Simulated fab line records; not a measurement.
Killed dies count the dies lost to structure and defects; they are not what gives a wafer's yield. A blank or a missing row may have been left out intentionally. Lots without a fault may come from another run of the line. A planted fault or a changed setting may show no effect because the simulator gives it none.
fab line records	flow nand-harc
[record] lots = 6	wafers = 18	last-day = 24
route steps=1159 shown P_ZERO_WELL@7 P_STI@85 END@1159
lots untouched by any fault: they come from a run of this same line in which no faults occurred
start-h: hours from the record's opening day to when the first of the lot's shown wafers began	wait-h: hours from the lot's prior step to this one	" the same as in the row above	L1.1+2: a row that stands for several wafers	- value missing, or start not given	* or withheld: withheld	< > ~ a bound
route shown NAME@n: NAME is a module with steps in the file, n the number in the route of the first one	usual: the fault-free wafers' mean and standard deviation	same: alike in all rows	chamber/n: place in a boat	sites: readings site by site	_std_site: standard deviation across them	_edge_site: mean of outer sites minus mean of inner sites	radius-mm: for every site, how far away it sits from the centre of the wafer	mask NAME#n: copy n	behind: the tool/chamber that last shaped the wafer	hold: why the lot went on hold/how many hours it stayed there/how the hold came to an end	device: the n, p or np transistor that did not switch	end of line: tests of these same wafers at the route's end	a step with no rows: only its recipe	killed: count of dies lost to structure and defects at first sort (not the wafer's yield)	map: the dies of a wafer, with x for killed, . for not killed, _ for no die there
set.NAME: the setting the step ran with; set.NAME@STEP: the setting that earlier step ran with	model.NAME: the simulator's own value behind a step, which no gauge read
lots at some steps of the route; a table a step, a row a wafer
services: a tool's chamber out of use, with start hour (start-h, from the record's first day; less than 0 if before it), hours out, and reason
[[steps]]
[step NHARC_P_ZERO_WELL_COAT_64]
[recipe] temp-c = 200	time-s = 65
[step NHARC_P_ZERO_WELL_COAT_05]
[recipe] spin-rpm = 2000	resist-thk-nm = 600
[step NHARC_P_ZERO_WELL_SOFTBAKE_06]
[recipe] temp-c = 125	time-s = 70
[step NHARC_P_ZERO_WELL_EBR_07]
[step NHARC_P_ZERO_WELL_EXPOSE_08]
[recipe] na = 0.55	target-cd-nm = 500	dose-mj = 33.8	mask-id = P_ZERO
[step NHARC_P_ZERO_WELL_PEB_09]
[recipe] peb-temp-c = 128	peb-time-s = 80
[step NHARC_P_ZERO_WELL_DEVELOP_10]
[recipe] time-s = 50	dev-temp-c = 22
[step NHARC_P_ZERO_WELL_CD_MEAS_11]
[recipe] target-cd-nm = 500	landing-energy-ev = 500
[usual] cd-nm = 500.1/1.8
lot.wafer	tool	chamber	start-h	wait-h	cd-nm
L708.2	cd-sem-01	0	37.49	-	499.1
L708.3	"	0	"	"	498.1
L708.4	"	0	"	"	500.1
L714.1	cd-sem-03	0	73.25	-	501.1
L714.4	"	0	"	"	500.7
L714.6	"	0	"	"	498.4
L715.2	cd-sem-01	0	79.27	-	495.0
L715.3	"	0	"	"	500.5
L715.4	"	0	"	"	497.3
L722.3	cd-sem-02	0	121.24	-	500.1
L722.5	"	0	"	"	502.1
L722.6	"	0	"	"	502.0
L724.2	cd-sem-01	0	133.30	-	501.9
L724.5	"	0	"	"	500.7
L724.6	"	0	"	"	498.7
L725.4	cd-sem-01	0	139.25	-	499.8
L725.5	"	0	"	"	501.7
L725.6	"	0	"	"	501.1
[step NHARC_P_ZERO_WELL_HARDBAKE_12]
[recipe] temp-c = 118	time-s = 65
[step NHARC_P_ZERO_WELL_DESCUM_13]
[recipe] time-s = 3	o2-flow-sccm = 200	ar-flow-sccm = 0	bias-power-w = 0	chemistry = O2
[usual] chamber-pressure-mTorr = 60.00/0.056	drypump-motor-current-A = 5.6/0.44	oes-product-au = 0.998/0.0089	rf-vpp-V = 57.8/0.91	showerhead-plenum-p-Torr = 1.91/0.076	throttle-valve-pct = 11.311/0.0086
lot.wafer	tool	chamber	start-h	wait-h	chamber-pressure-mTorr	drypump-motor-current-A	oes-product-au	rf-hours-counter-h	rf-vpp-V	showerhead-plenum-p-Torr	throttle-valve-pct
L708.3	rie-diel-06	1	37.65	-	60.07	5.2	1.000	10	57.2	1.78	11.308
L708.2	"	2	"	"	59.99	5.8	1.007	11	57.8	1.86	11.319
L708.4	"	3	"	"	60.03	5.9	0.986	9	57.4	1.99	11.297
L714.4	rie-diel-04	3	73.42	-	59.97	5.2	1.004	8	57.9	1.93	11.324
L714.1	"	0	"	"	59.92	5.4	0.990	7	58.3	2.05	11.305
L714.6	"	1	"	"	60.00	5.2	1.004	-	58.9	1.89	11.308
L715.4	rie-diel-07	3	79.42	-	59.96	5.6	0.982	2	58.0	1.92	11.294
L715.3	"	0	"	"	59.86	6.1	1.003	2	58.3	1.80	11.302
L715.2	"	2	"	"	60.08	5.4	0.998	2	57.9	1.88	11.302
L722.3	rie-diel-04	0	121.40	-	59.95	5.4	1.007	0	58.6	2.05	11.303
L722.5	"	3	"	"	60.01	5.2	0.989	-	58.3	1.93	11.319
L722.6	"	0	"	"	59.98	5.4	1.002	-	58.0	2.05	11.317
L724.2	rie-diel-04	1	133.47	-	60.04	5.2	1.009	0	58.4	1.89	11.312
L724.5	"	0	"	"	60.08	5.3	1.012	-	59.4	2.05	11.312
L724.6	"	1	"	"	59.98	5.2	1.011	-	57.1	1.89	11.307
L725.4	rie-diel-07	1	139.42	-	59.98	5.3	1.006	7	58.0	1.93	11.314
L725.5	"	2	"	"	60.03	5.4	0.996	-	57.2	1.87	11.316
L725.6	"	3	"	"	59.88	5.6	0.983	-	59.1	1.92	11.314
[step NHARC_P_ZERO_WELL_ETCH_65]
[recipe] target-depth-a = 800	overetch-a = 240	time-s = 87.88	ion-energy-ev = 200	n2-flow-sccm = 150	h2-flow-sccm = 150	ar-flow-sccm = 0	rf-w = 400	bias-w = 150	chemistry = N2/H2
[usual] bias-w = 150.0/0.47	chamber-pressure-mTorr = 29.999/0.026	drypump-motor-current-A = 5.5/0.42	h2-flow-sccm = 150.0/0.48	oes-product-au = 0.997/0.009	rf-vpp-V = 430.4/2.4	showerhead-plenum-p-Torr = 2.04/0.085	throttle-valve-pct = 14.171/0.0098
lot.wafer	tool	chamber	start-h	wait-h	bias-w	chamber-pressure-mTorr	drypump-motor-current-A	h2-flow-sccm	oes-product-au	rf-hours-counter-h	rf-vpp-V	showerhead-plenum-p-Torr	throttle-valve-pct
L708.3	rie-diel-06	3	37.73	0.1	151.1	30.004	5.9	150.4	0.995	9	433.6	2.12	14.181
L708.2	"	0	"	"	149.3	30.066	5.0	150.4	1.003	10	430.0	1.98	14.157
L708.4	"	2	"	"	149.9	30.035	5.8	150.1	1.005	11	428.2	1.98	14.164
L714.1	rie-diel-04	0	73.50	0.1	150.5	29.975	5.4	149.9	0.978	7	434.5	2.19	14.151
L714.4	"	2	"	"	149.9	30.032	6.5	149.6	1.005	7	432.6	2.13	14.172
L714.6	"	0	"	"	149.3	29.941	5.4	149.8	0.992	-	433.9	2.19	14.177
L715.4	rie-diel-07	3	79.51	0.1	150.0	30.008	5.6	149.5	0.979	2	430.9	2.04	14.174
L715.3	"	0	"	"	150.3	30.007	6.1	150.7	0.984	2	427.9	1.92	14.181
L715.2	"	1	"	"	149.8	29.979	5.3	149.8	1.004	2	431.1	2.06	14.181
L722.3	rie-diel-04	3	121.48	0.1	150.2	29.989	5.2	150.0	1.004	0	430.2	2.06	14.195
L722.5	"	3	"	"	150.7	30.014	5.2	149.0	1.010	-	432.6	2.06	14.189
L722.6	"	0	"	"	150.5	30.020	5.4	150.2	1.001	-	434.2	2.19	14.186
L724.2	rie-diel-04	3	133.57	0.1	150.3	30.021	5.2	150.3	0.992	0	431.2	2.06	14.169
L724.5	"	3	"	"	149.8	29.991	5.2	150.2	1.000	-	430.5	2.06	14.174
L724.6	"	0	"	"	150.0	30.032	5.4	149.9	1.000	-	433.9	2.18	14.166
L725.4	rie-diel-07	2	139.50	0.1	149.7	30.014	5.4	150.1	0.995	7	430.1	2.00	14.164
L725.5	"	0	"	"	149.9	29.972	6.1	148.7	1.001	-	428.3	1.92	14.176
L725.6	"	1	"	"	149.1	30.015	5.4	149.5	1.001	-	431.0	2.06	14.151
[step NHARC_P_ZERO_WELL_ETCH_62]
[recipe] target-depth-a = 130	time-s = 6.5	chf3-flow-sccm = 50	ar-flow-sccm = 200	rf-w = 500	bias-w = 200	chemistry = CHF3/Ar
[usual] bias-w = 200.1/0.57	chamber-pressure-mTorr = 24.999/0.024	drypump-motor-current-A = 5.5/0.42	oes-product-au = 0.960/0.018	rf-vpp-V = 370.5/2.1	showerhead-plenum-p-Torr = 2.34/0.091	throttle-valve-pct = 20.218/0.0089
lot.wafer	tool	chamber	start-h	wait-h	bias-w	chamber-pressure-mTorr	drypump-motor-current-A	oes-product-au	rf-hours-counter-h	rf-vpp-V	showerhead-plenum-p-Torr	throttle-valve-pct
L708.4	rie-diel-06	0	-	-	200.2	24.999	5.0	0.964	10	368.2	2.28	20.213
L708.2	"	1	"	"	199.6	24.997	5.2	0.956	10	368.4	2.19	20.216
L708.3	"	3	"	"	199.8	24.953	5.9	0.966	9	373.6	2.43	20.218
L714.4	rie-diel-04	1	-	-	199.2	24.993	5.3	0.954	7	369.7	2.32	20.237
L714.1	"	3	"	"	199.1	25.015	5.2	0.987	8	372.3	2.36	20.223
L714.6	"	2	"	"	200.4	25.000	6.4	0.967	-	372.9	2.44	20.222
L715.2	rie-diel-07	0	-	-	200.3	25.001	6.1	0.969	2	367.5	2.21	20.231
L715.3	"	2	"	"	200.3	24.989	5.3	0.980	2	369.7	2.30	20.216
L715.4	"	3	"	"	199.1	25.003	5.6	0.957	2	369.1	2.35	20.230
L722.3	rie-diel-04	2	-	-	200.6	25.033	6.5	0.985	0	370.2	2.44	20.208
L722.6	"	3	"	"	199.3	24.999	5.1	0.955	-	371.5	2.36	20.219
L722.5	"	0	"	"	200.1	25.015	5.4	0.962	-	372.5	2.50	20.206
L724.2	rie-diel-04	2	-	-	199.7	25.000	6.5	0.961	0	372.6	2.44	20.213
L724.6	"	3	"	"	200.3	24.956	5.2	0.961	-	371.1	2.36	20.223
L724.5	"	0	"	"	201.3	24.974	5.4	0.961	-	373.1	2.50	20.216
L725.4	rie-diel-07	1	-	-	200.0	24.982	5.4	0.980	7	371.2	2.37	20.203
L725.5	"	3	"	"	200.0	25.006	5.5	0.936	-	369.5	2.35	20.209
L725.6	"	0	"	"	199.6	24.999	6.1	0.959	-	366.9	2.21	20.237
[step NHARC_P_ZERO_WELL_ETCH_63]
[recipe] target-depth-a = 1200	time-s = 40.1	hbr-flow-sccm = 150	cl2-flow-sccm = 50	rf-w = 400	icp-w = 400	bias-w = 100	chemistry = HBr/Cl2
[usual] bias-w = 100.0/0.32	chamber-pressure-mTorr = 15.000/0.013	drypump-motor-current-A = 5.7/0.4	mfc-cl2-sccm = 49.98/0.15	oes-product-au = 1.000/0.0089	throttle-valve-pct = 26.406/0.0086
lot.wafer	tool	chamber	start-h	wait-h	bias-w	chamber-pressure-mTorr	drypump-motor-current-A	mfc-cl2-sccm	oes-product-au	rf-hours-counter-h	throttle-valve-pct
L708.3	rie-si-03	3	37.91	-	100.2	14.993	5.7	49.80	0.987	0.4	26.405
L708.4	"	0	"	"	99.9	14.985	5.3	50.09	0.996	0.6	26.408
L708.2	"	1	"	"	99.8	15.025	5.2	49.96	0.991	0.5	26.396
L714.4	rie-si-03	1	73.66	-	100.3	15.003	5.2	49.80	1.007	0.8	26.408
L714.1	"	3	"	"	100.4	14.994	5.7	49.98	0.995	0.7	26.400
L714.6	"	2	"	"	99.6	14.976	6.2	49.89	0.993	-	26.405
L715.2	rie-si-03	0	79.68	-	100.2	14.970	5.3	49.87	0.995	0.9	26.419
L715.4	"	1	"	"	99.9	14.969	5.2	50.09	0.998	0.9	26.413
L715.3	"	3	"	"	99.8	15.012	5.7	50.05	0.986	0.7	26.419
L722.3	rie-si-06	0	121.69	-	99.3	14.977	6.0	50.09	1.016	1.0	26.416
L722.6	"	2	"	"	100.1	14.994	5.5	50.29	1.008	-	26.432
L722.5	"	0	"	"	100.4	14.986	6.0	50.10	1.013	-	26.396
L724.2	rie-si-05	0	133.75	-	99.5	15.005	5.6	49.81	1.014	0.5	26.410
L724.5	"	0	"	"	99.8	15.012	5.6	49.74	1.008	-	26.412
L724.6	"	1	"	"	100.0	15.000	5.4	49.85	1.010	-	26.398
L725.4	rie-si-05	2	139.65	-	100.4	15.024	5.3	49.94	1.010	0.5	26.405
L725.5	"	2	"	"	99.8	15.022	5.2	49.83	1.014	-	26.409
L725.6	"	3	"	"	100.1	15.006	5.4	50.17	1.011	-	26.414
[step NHARC_P_ZERO_WELL_STRIP_15]
[recipe] time-s = 900	temp-c = 130	chemistry = SPM
[step NHARC_P_ZERO_WELL_DEHYDRATE_16]
[recipe] temp-c = 150	time-s = 120
[step NHARC_P_ZERO_WELL_HMDS_17]
[recipe] time-s = 30
[step NHARC_P_ZERO_WELL_COAT_18]
[recipe] spin-rpm = withheld
[step NHARC_P_ZERO_WELL_SOFTBAKE_19]
[recipe] temp-c = 122	time-s = 95
[step NHARC_P_ZERO_WELL_EBR_20]
[step NHARC_P_ZERO_WELL_EXPOSE_21]
[recipe] na = 0.6	target-cd-nm = 720	dose-mj = 22.31	mask-id = P_NWELL
[step NHARC_P_ZERO_WELL_PEB_22]
[recipe] peb-temp-c = 118	peb-time-s = 85
[step NHARC_P_ZERO_WELL_DEVELOP_23]
[recipe] time-s = 70
[step NHARC_P_ZERO_WELL_CD_MEAS_24]
[recipe] target-cd-nm = 720	landing-energy-ev = 500
[usual] cd-nm = 720.3/2
lot.wafer	tool	chamber	start-h	wait-h	cd-nm
L708.2	cd-sem-02	0	38.72	-	721.5
L708.3	"	0	"	"	723.0
L708.4	"	0	"	"	719.0
L714.1	cd-sem-03	0	74.60	-	720.8
L714.4	"	0	"	"	721.2
L714.6	"	0	"	"	717.5
L715.2	cd-sem-03	0	80.61	-	720.0
L715.3	"	0	"	"	717.6
L715.4	"	0	"	"	716.2
L722.3	cd-sem-03	0	122.49	-	721.2
L722.5	"	0	"	"	720.0
L722.6	"	0	"	"	723.2
L724.2	cd-sem-03	0	134.73	-	723.9
L724.5	"	0	"	"	721.9
L724.6	"	0	"	"	721.9
L725.4	cd-sem-03	0	140.46	-	718.0
L725.5	"	0	"	"	716.2
L725.6	"	0	"	"	719.1
[step NHARC_P_ZERO_WELL_HARDBAKE_25]
[recipe] temp-c = 125	time-s = 80
[step NHARC_P_ZERO_WELL_DESCUM_26]
[recipe] time-s = 3	o2-flow-sccm = 200	ar-flow-sccm = 0	bias-power-w = 0	chemistry = O2
[usual] chamber-pressure-mTorr = 60.02/0.28	drypump-motor-current-A = 5.5/0.45	oes-product-au = 0.998/0.0092	rf-vpp-V = 57.8/0.85	showerhead-plenum-p-Torr = 1.93/0.075	throttle-valve-pct = 11.311/0.0086
lot.wafer	tool	chamber	start-h	wait-h	chamber-pressure-mTorr	drypump-motor-current-A	oes-product-au	rf-hours-counter-h	rf-vpp-V	showerhead-plenum-p-Torr	throttle-valve-pct
L708.3	rie-diel-07	2	38.87	-	60.04	5.3	1.000	12	56.7	1.88	11.304
L708.2	"	3	"	"	59.99	5.6	0.994	9	59.2	1.92	11.314
L708.4	"	0	"	"	60.02	6.1	0.979	4	57.5	1.80	11.328
L714.1	rie-diel-04	1	74.76	-	59.97	5.2	0.994	7	57.5	1.89	11.308
L714.4	"	3	"	"	59.99	5.2	1.013	8	58.6	1.93	11.312
L714.6	"	2	"	"	60.04	6.4	1.005	-	58.8	2.00	11.316
L715.4	rie-diel-07	1	80.77	-	59.98	5.3	1.009	2	56.5	1.93	11.319
L715.2	"	2	"	"	60.04	5.3	1.004	2	57.6	1.88	11.313
L715.3	"	0	"	"	59.94	6.1	0.995	2	58.0	1.80	11.310
L722.3	rie-diel-04	1	122.65	-	60.10	5.2	1.013	0	57.1	1.89	11.324
L722.6	"	0	"	"	59.99	5.4	1.015	-	58.9	2.05	11.306
L722.5	"	1	"	"	59.92	5.3	1.004	-	58.3	1.89	11.316
L724.2	rie-diel-04	2	134.89	-	59.95	6.5	1.006	0	58.1	2.00	11.309
L724.5	"	2	"	"	60.02	6.4	0.990	-	58.9	2.00	11.308
L724.6	"	3	"	"	59.90	5.2	0.994	-	57.4	1.93	11.301
L725.4	rie-diel-07	2	140.62	-	60.05	5.3	0.987	7	59.1	1.88	11.290
L725.6	"	1	"	"	59.98	5.4	1.002	-	57.0	1.93	11.315
L725.5	"	2	"	"	59.92	5.3	0.984	-	57.5	1.87	11.308
[step NHARC_P_ZERO_WELL_IMPLANT_27]
[recipe] energy-kev = 600	dose-cm2 = 1e+13	tilt-deg = 7
[step NHARC_P_ZERO_WELL_IMPLANT_57]
[recipe] energy-kev = 250	dose-cm2 = 4e+12	tilt-deg = 7
[step NHARC_P_ZERO_WELL_IMPLANT_58]
[recipe] energy-kev = 100	dose-cm2 = 2e+12	tilt-deg = 7
[step NHARC_P_ZERO_WELL_STRIP_28]
[recipe] time-s = 840	temp-c = 130	chemistry = SPM
[step NHARC_P_ZERO_WELL_DEHYDRATE_29]
[recipe] temp-c = 150	time-s = 120
[step NHARC_P_ZERO_WELL_HMDS_30]
[recipe] time-s = 30
[step NHARC_P_ZERO_WELL_COAT_31]
[recipe] spin-rpm = withheld
[step NHARC_P_ZERO_WELL_SOFTBAKE_32]
[recipe] temp-c = 122	time-s = 95
[step NHARC_P_ZERO_WELL_EBR_33]
[step NHARC_P_ZERO_WELL_EXPOSE_34]
[recipe] na = 0.6	target-cd-nm = 720	dose-mj = 22.31	mask-id = P_PWELL
[step NHARC_P_ZERO_WELL_PEB_35]
[recipe] peb-temp-c = 118	peb-time-s = 85
[step NHARC_P_ZERO_WELL_DEVELOP_36]
[recipe] time-s = 70
[step NHARC_P_ZERO_WELL_CD_MEAS_37]
[recipe] target-cd-nm = 720	landing-energy-ev = 500
[usual] cd-nm = 719.6/1.8
lot.wafer	tool	chamber	start-h	wait-h	cd-nm
L708.2	cd-sem-03	0	40.36	-	717.9
L708.3	"	0	"	"	719.0
L708.4	"	0	"	"	720.0
L714.1	cd-sem-02	0	76.25	-	717.5
L714.4	"	0	"	"	717.3
L714.6	"	0	"	"	719.8
L715.2	cd-sem-02	0	82.25	-	717.9
L715.3	"	0	"	"	717.5
L715.4	"	0	"	"	718.6
L722.3	cd-sem-02	0	124.00	-	718.6
L722.5	"	0	"	"	721.3
L722.6	"	0	"	"	715.9
L724.2	cd-sem-01	0	136.38	-	720.7
L724.5	"	0	"	"	717.9
L724.6	"	0	"	"	720.2
L725.4	cd-sem-01	0	141.96	-	721.4
L725.5	"	0	"	"	721.3
L725.6	"	0	"	"	722.3
[step NHARC_P_ZERO_WELL_HARDBAKE_38]
[recipe] temp-c = 125	time-s = 80
[step NHARC_P_ZERO_WELL_DESCUM_39]
[recipe] time-s = 3	o2-flow-sccm = 200	ar-flow-sccm = 0	bias-power-w = 0	chemistry = O2
[usual] chamber-pressure-mTorr = 60.00/0.049	drypump-motor-current-A = 5.6/0.44	oes-product-au = 0.997/0.011	rf-vpp-V = 57.8/0.85	showerhead-plenum-p-Torr = 1.91/0.075	throttle-valve-pct = 11.312/0.0086
lot.wafer	tool	chamber	start-h	wait-h	chamber-pressure-mTorr	drypump-motor-current-A	oes-product-au	rf-hours-counter-h	rf-vpp-V	showerhead-plenum-p-Torr	throttle-valve-pct
L708.3	rie-diel-04	1	40.53	-	60.08	5.3	0.995	5	58.2	1.89	11.298
L708.4	"	2	"	"	60.01	6.5	1.012	6	57.7	2.00	11.303
L708.2	"	3	"	"	59.98	5.2	1.014	7	57.9	1.93	11.309
L714.1	rie-diel-04	2	76.41	-	59.99	6.5	1.001	7	58.1	2.00	11.311
L714.4	"	3	"	"	60.09	5.2	1.009	8	57.8	1.93	11.321
L714.6	"	3	"	"	60.01	5.2	0.996	-	57.8	1.93	11.302
L715.3	rie-diel-04	1	82.40	-	59.92	5.2	1.011	7	56.4	1.89	11.315
L715.2	"	2	"	"	60.08	6.4	0.994	8	58.8	2.00	11.315
L715.4	"	3	"	"	60.03	5.2	1.007	9	58.4	1.93	11.327
L722.3	rie-diel-04	0	124.17	-	59.95	5.4	1.016	0	57.6	2.05	11.309
L722.6	"	3	"	"	59.98	5.2	0.998	-	58.1	1.93	11.310
L722.5	"	0	"	"	60.05	5.4	1.005	-	57.6	2.05	11.313
L724.2	rie-diel-07	2	136.59	-	59.98	5.3	0.997	6	58.7	1.87	11.317
L724.5	"	3	"	"	59.99	5.6	0.970	-	57.0	1.92	11.306
L724.6	"	0	"	"	59.99	6.1	0.987	-	58.3	1.80	11.319
L725.4	rie-diel-04	0	142.13	-	59.85	5.4	0.993	0	58.9	2.05	11.317
L725.6	"	3	"	"	59.94	5.2	0.992	-	58.4	1.93	11.297
L725.5	"	0	"	"	59.90	5.4	0.988	-	59.5	2.05	11.309
[step NHARC_P_ZERO_WELL_IMPLANT_40]
[recipe] energy-kev = 300	dose-cm2 = 1e+13	tilt-deg = 7
[step NHARC_P_ZERO_WELL_IMPLANT_59]
[recipe] energy-kev = 120	dose-cm2 = 5e+12	tilt-deg = 7
[step NHARC_P_ZERO_WELL_INSPECT_43]
[usual] raw-defect-count = 13/5.6
lot.wafer	tool	chamber	start-h	wait-h	raw-defect-count
L708.2	defect-inspect-02	-	43.83	0.5	20
L708.3	"	-	"	"	9
L708.4	"	-	"	"	11
L714.1	defect-inspect-01	-	79.72	0.6	15
L714.4	"	-	"	"	422
L714.6	"	-	"	"	11
L715.2	defect-inspect-02	-	85.59	0.5	14
L715.3	"	-	"	"	15
L715.4	"	-	"	"	411
L722.3	defect-inspect-01	-	127.55	0.4	23
L722.5	"	-	"	"	17
L722.6	"	-	"	"	22
L724.2	defect-inspect-01	-	139.87	0.5	17
L724.5	"	-	"	"	22
L724.6	"	-	"	"	11
L725.4	defect-inspect-01	-	145.43	0.2	20
L725.5	"	-	"	"	19
L725.6	"	-	"	"	10
[step NHARC_P_STI_INSPECT_11]
[usual] raw-defect-count = 6/3.4
lot.wafer	tool	chamber	start-h	wait-h	raw-defect-count
L708.2	defect-inspect-02	-	59.18	0.0	5
L708.3	"	-	"	"	6
L708.4	"	-	"	"	2
L714.1	defect-inspect-02	-	95.01	0.0	3
L714.4	"	-	"	"	425
L714.6	"	-	"	"	3
L715.2	defect-inspect-01	-	100.98	0.0	5
L715.3	"	-	"	"	7
L715.4	"	-	"	"	394
L722.3	defect-inspect-02	-	143.15	0.0	9
L722.5	"	-	"	"	10
L722.6	"	-	"	"	14
L724.2	defect-inspect-01	-	155.31	0.0	5
L724.5	"	-	"	"	6
L724.6	"	-	"	"	2
L725.4	defect-inspect-02	-	164.02	0.0	10
L725.5	"	-	"	"	9
L725.6	"	-	"	"	1
[step NHARC_END_SORT_01]
[recipe] temp-c = 25
[usual] killed-at-array = 27/8	killed-at-other = 0.8/1.2	killed-at-periphery = 3.3/2.3	killed-dies = 31/8.8	killed-open = 3.2/2.1	killed-short = 2.1/1.4
[same] gross-dies = 677
lot.wafer	tool	chamber	start-h	wait-h	killed-at-array	killed-at-other	killed-at-periphery	killed-dies	killed-open	killed-short
L714.4	prober-01	0	503.04	3.4	23	0	84	107	1	1
L715.4	prober-01	0	532.19	3.4	33	4	83	120	4	3
// killed by level:class
L714.4 P_ZERO_WELL:unspecified=79 A_CHANNEL_HOLE_D1:chamber-film-flake=15 A_CONTACT:chamber-film-flake=6 P_ZERO_WELL:chamber-film-flake=2 P_CONTACT:geometric-particle:open=1 P_M0:geometric-particle:short=1 P_GATE:chamber-film-flake=1 A_ZERO_WELL:chamber-film-flake=1
L715.4 P_ZERO_WELL:unspecified=81 A_CHANNEL_HOLE_D1:chamber-film-flake=18 A_CONTACT:chamber-film-flake=4 THIN_TSV:chamber-film-flake=4 A_M0:geometric-particle:open=2 A_SLIT:chamber-film-flake=2 P_CONTACT:geometric-particle:short=1 A_ONON_D1:geometric-particle:short=1
// map L714.4 (x killed, . not)
____________.____________
_________......._________
_______..........._______
______.x..x......x.______
_____..xx...x....x.._____
____.xxx.xx..........____
____xxxxxxx..........____
___..xxxxxxxx.........___
___.xxxxxxxx..........___
__...xxxxxxxx..........__
__..xxxxxxxxx.....x....__
_....xxxxxx.x..........._
_..xxxxxxxxx............_
_...xxxxxxxx....x......._
_..x..xxxxx............._
_.......x..............._
.............xx..x.......
..............x.x........
.............x..x........
..............x..........
..........x..x.x.x.......
_............x.x........_
_..............x........_
_......................._
_......................._
_..............x........_
__..........x....x.....__
__..........x..........__
___........xx.........___
___...................___
____.................____
____.................____
_____.........x....._____
______.............______
_______..........._______
_________......._________
____________.____________
// map L715.4 (x killed, . not)
____________.____________
_________......._________
_______..........._______
______....x........______
_____xx..x.......x.._____
____.xxxxxx..x......x____
____xxxxxxxx.........____
___.xxxxxxxxx.........___
___.xxxxxxx.x.........___
__.xxxxxxxxx...........__
__...xxxxxxxx..........__
_....xxxxxxx............_
_..x.xxxxxxxx....x......_
_....xxxxxxx............_
_...xxxxxxx.x..........._
_....xx...x...x..x......_
.......x.......x.........
............x.xx.........
...........x...xx........
.........x...xx.x...x....
.............x.x.........
_x...........x.........._
_.............x........._
_......................._
_........x....x........._
_......................._
__.....................__
__..........x..x.......__
___..x......x.........___
___..x................___
____.................____
____..x..............____
_____...x.....x....._____
______.............______
_______..........._______
_________......._________
____________.____________
[[services]]
tool	chamber	start-h	hours	kind
rie-si-03	3	15.50	1.1	repair
rie-diel-04	0	17.72	-	clean
rie-diel-04	1	17.72	-	clean
rie-diel-04	2	17.72	-	clean
rie-diel-04	3	17.72	-	clean
rie-si-03	-	19.82	1.5	repair
rie-si-06	-	40.07	0.1	repair
rie-diel-04	0	42.22	-	clean
rie-diel-04	1	42.22	-	clean
rie-diel-04	2	42.22	-	clean
rie-diel-04	3	42.22	-	clean
rie-diel-07	-	51.20	9.0	pm
rie-si-05	-	62.00	9.0	pm
rie-diel-06	-	63.43	1.2	repair
rie-diel-06	-	64.65	9.0	pm
rie-diel-04	0	66.72	-	clean
rie-diel-04	1	66.72	-	clean
rie-diel-07	1	81.10	3.2	repair
rie-si-05	-	107.57	1.4	repair
rie-diel-04	-	112.22	9.0	pm
rie-si-06	3	117.08	20.7	repair
rie-diel-04	1	124.64	1.5	repair
rie-si-06	0	131.25	3.2	repair
rie-diel-07	0	131.40	3.7	repair
[[key]]
[first-sign] step = NHARC_P_ZERO_WELL_INSPECT_43	reading = raw-defect-count	direction = up	sigmas = 72	usual = 13	struck = 416
[effect] step = NHARC_P_STI_INSPECT_11	reading = raw-defect-count	direction = up	sigmas = 99+	usual = 6	struck = 410
[effect] step = NHARC_END_SORT_01	reading = killed-at-periphery	direction = up	sigmas = 35	usual = 3.3	struck = 83.5
[more-kills-born-at] NHARC_P_ZERO_WELL_ETCH_63@rie-si-03 = 160
met-at NHARC_P_ZERO_WELL_ETCH_63
struck-wafers L714.4,L715.4
tester-left-out L714,L715
onset-between 37.91 73.66
[fault] kind = chamber-particle-source	tool = rie-si-03	chamber = 1	onset-h = 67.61	steps = NHARC_P_ZERO_WELL_ETCH_63	rate-per-visit-cm2 = 0.64738	end-h = 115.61
// tester-left-out: of these lots the tester's yield and bins aren't shown, on N5 and GAA mostly nor the transistor test; their killed dies are dies lost to structure and defects alone, not to doping, threshold or leakage, so they don't give the yield
